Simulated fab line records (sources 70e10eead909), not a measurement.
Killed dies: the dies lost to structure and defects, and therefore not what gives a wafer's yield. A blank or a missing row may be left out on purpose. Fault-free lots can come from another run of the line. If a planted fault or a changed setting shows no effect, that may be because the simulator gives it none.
A lot that was struck, set against a sound lot -- flow nand_harc -- 13 out of 1302 route steps
Sound: wafers L825.3, L825.4, L825.6. The struck wafers were L830.1, L830.2, L830.5. At the end, the cause is stated.
Order at every step that has rows: each side's tool, ch and its chambers, its first start. Under that, the readings that differ: sound wafers -- struck wafers -- difference of the means -- sigmas: that difference in standard deviations of wafers without a fault.
alike: same words and numbers on both sides, and readings whose means sit less than 2 such deviations apart. not compared: any withheld reading, any reading some wafer has no value for, any bound like >300 that may hide the same value, and any number with overlapping values for which the record gives no deviation.
A row with sigmas, a row that says differs or no value, or rows on one side alone: a step with any of these is where the two part. Numbers that don't overlap but have no deviation are shown without sigmas and don't part them. A reading missing from all wafers of one side parts the sides only when that side holds two or more wafers.

first, 2 steps without rows for these wafers: NHARC_A_SOURCE_PLATE_SRD_01; NHARC_A_SOURCE_PLATE_OXIDE_02 (material SiO2, target thk 10 nm, ox time 1362 s).
NHARC_A_SOURCE_PLATE_THK_MEAS_09: measures by ellipsometry.
  sound on film_metro-02, day 7 19:38; struck on film_metro-01, day 10 12:41
  alike: thk_nm
then, 3 steps without rows for these wafers: NHARC_A_SOURCE_PLATE_PVD_04 (deposits WSi2, target thk 50 nm); NHARC_A_SOURCE_PLATE_CVD_03 (deposits poly-Si, target thk 200 nm, time 4000 s); NHARC_A_SOURCE_PLATE_ANNEAL_05 (time 1800 s).
NHARC_A_SOURCE_PLATE_THK_MEAS_06: measures by ellipsometry.
  sound on film_metro-02, day 8 08:44; struck on film_metro-01, day 11 01:41
  alike: thk_nm
NHARC_A_SOURCE_PLATE_INSPECT_08:
  sound on defect_inspect-01, day 8 08:50; struck on defect_inspect-01, day 11 01:44
reading,sound,struck,difference,sigmas
raw_defect_count,29 54 37,123 68 108,+60,+3
next comes 1 step that has no rows for these wafers: NHARC_A_ONON_D1_DEP_00 (target thickness 1000 nm).
NHARC_A_ONON_D1_THK_MEAS_02: measures by ellipsometry.
  sound on film_metro-01, day 8 09:25; struck on film_metro-01, day 11 02:19
  alike: thk_nm
NHARC_A_ONON_D1_DEP_03: target thk 1000 nm.
  sound on pecvd_onon-01 ch 0, day 8 09:35; struck on pecvd_onon-04 ch 0, day 11 02:22
NHARC_A_ONON_D1_THK_MEAS_05: measures by ellipsometry.
  sound on film_metro-02, day 8 09:59; struck on film_metro-02, day 11 03:04
reading,sound,struck,difference,sigmas
thk_nm (nm),1011 1010 1008,1657 1656 1657,+647,+65
  not compared: hold
NHARC_END_SORT_01:
  the record has rows for the sound wafers here (prober-02 ch 0, day 25 01:37) and none for the struck ones

WHERE THEY PART
Earliest at NHARC_A_SOURCE_PLATE_INSPECT_08; latest, in this record, at NHARC_END_SORT_01.

WHY: what the simulator had put in
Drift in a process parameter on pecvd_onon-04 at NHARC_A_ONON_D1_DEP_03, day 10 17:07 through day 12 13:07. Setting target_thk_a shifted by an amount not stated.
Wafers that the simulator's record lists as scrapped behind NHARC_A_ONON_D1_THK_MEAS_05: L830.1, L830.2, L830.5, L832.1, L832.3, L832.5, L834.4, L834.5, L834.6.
